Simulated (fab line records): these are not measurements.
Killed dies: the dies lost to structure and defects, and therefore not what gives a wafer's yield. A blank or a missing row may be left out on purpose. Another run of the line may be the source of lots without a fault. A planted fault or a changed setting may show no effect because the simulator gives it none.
A struck lot beside a sound one    flow nand harc    15 steps out of a route of 1159
Sound: wafers L216.1, L216.2, L216.4. Wafers struck: L200.1, L200.3, L200.5. At the end, the cause is stated.
Per side, at each step with rows, come the tool, then ch with its chambers, and then its first start. Under that, the readings that differ: sound wafers    struck wafers    difference of the means    sigmas: that difference in standard deviations of wafers without a fault.
alike: readings whose means differ by less than 2 such deviations, and words and numbers that are the same on both sides. not compared: withheld readings, readings that some wafer has no value for, bounds like >300 that may hide the same value, and numbers for which the record gives no deviation and whose values overlap.
Wherever a step has rows on one side only, a row that says differs or no value, or a row with sigmas, the two part there. Numbers that don't overlap but have no deviation are shown without sigmas and don't part them. A reading that every wafer of one side lacks parts them only if that side has two wafers or more.

NHARC_P_M2_CD_MEAS_09: target cd 170 nm.
  sound on cd sem-03 ch 0, day 11 04:47; struck on cd sem-02 ch 0, day 7 13:50
  alike: cd nm
NHARC_P_M2_OVL_MEAS_10: pitch 340 nm.
  sound on overlay-01 at day 11 04:52; struck on overlay-01 at day 7 13:56
reading            sound           struck       difference  sigmas
overlay y nm (nm)  -0.8 -0.8 -0.7  3.0 2.9 2.5  +3.6        +4
  alike: overlay x nm
NHARC_P_M2_INSPECT_11:
  sound on defect inspect-01 at day 11 04:55; struck on defect inspect-02 at day 7 13:58
  alike: raw defect count
NHARC_P_M2_DESCUM_14: chemistry O2, time 3 s.
  sound on rie diel-12 ch 1,2,3, day 11 04:58; struck on rie diel-09 ch 0,2, day 7 14:02
  alike: drypump motor current A, oes product au, rf vpp V, showerhead plenum p Torr, throttle valve pct
  not compared: rf hours counter h
NHARC_P_M2_ETCH_35: etches the open film in N2/H2, target depth 40 nm, overetch 12 nm, time 43.94 s.
  sound on rie diel-12 ch 0,1,2, day 11 05:03; struck on rie diel-09 ch 0,2,3, day 7 14:07
  alike: drypump motor current A, h2 flow sccm, n2 flow sccm, oes product au, rf vpp V, showerhead plenum p Torr, throttle valve pct
  not compared: rf hours counter h
then, 1 step without rows for these wafers: NHARC_P_M2_ETCH_15 (etches the open film in C4F8/Ar, target depth 182.5 nm, time 91.2 s).
NHARC_P_M2_CD_MEAS_16:
  sound on cd sem-02 at day 11 05:16; struck on cd sem-03 at day 7 14:21
  alike: cd nm
then, 1 step without rows for these wafers: NHARC_P_M2_STRIP_18 (strips in N2/H2).
NHARC_P_M2_ETCH_28: etches the open film in CF4/N2, target depth 30 nm, time 72.99 s.
  sound on rie diel-09 ch 0,2; struck on rie diel-09 ch 0,3
reading                 sound                 struck                difference  sigmas
throttle valve pct (%)  19.817 19.811 19.805  19.804 19.789 19.780  -0.020      -2
  alike: drypump motor current A, n2 flow sccm, oes product au, rf vpp V, showerhead plenum p Torr
  not compared: rf hours counter h
then, 2 steps without rows for these wafers: NHARC_P_M2_STRIP_19 (strips in post etch residue remover, time 600 s); NHARC_P_M2_DEGAS_29 (time 60 s).
NHARC_P_M2_PRE_CLEAN_30: time 30 s.
  sound on pvd sputter-03; struck on pvd sputter-01
  alike: heater power w
NHARC_P_M2_PVD_20: deposits TaN, target thk 5 nm, time 8.06 s.
  sound on pvd sputter-03 at day 11 06:11; struck on pvd sputter-01 at day 7 15:44
reading                 sound           struck          difference  sigmas
throttle valve pct (%)  32.7 30.9 30.5  30.2 27.2 27.7  -3.0        -2
NHARC_P_M2_PVD_21: deposits Cu, target thk 30 nm, time 20.49 s.
  sound on pvd sputter-03; struck on pvd sputter-01
  alike: throttle valve pct
-- record jumps: 13 days between struck wafers' starts before vs after; left off in module P_M2, resumes in module END, first step shown is number 1159 of the route --
NHARC_END_SORT_01:
  here the record holds rows for the struck wafers (prober-01 ch 0, day 20 15:22) but none for the sound ones

== WHERE THEY PART ==
At NHARC_P_M2_OVL_MEAS_10 first; at NHARC_END_SORT_01 last (within this record only).

WHY: what the simulator had put in
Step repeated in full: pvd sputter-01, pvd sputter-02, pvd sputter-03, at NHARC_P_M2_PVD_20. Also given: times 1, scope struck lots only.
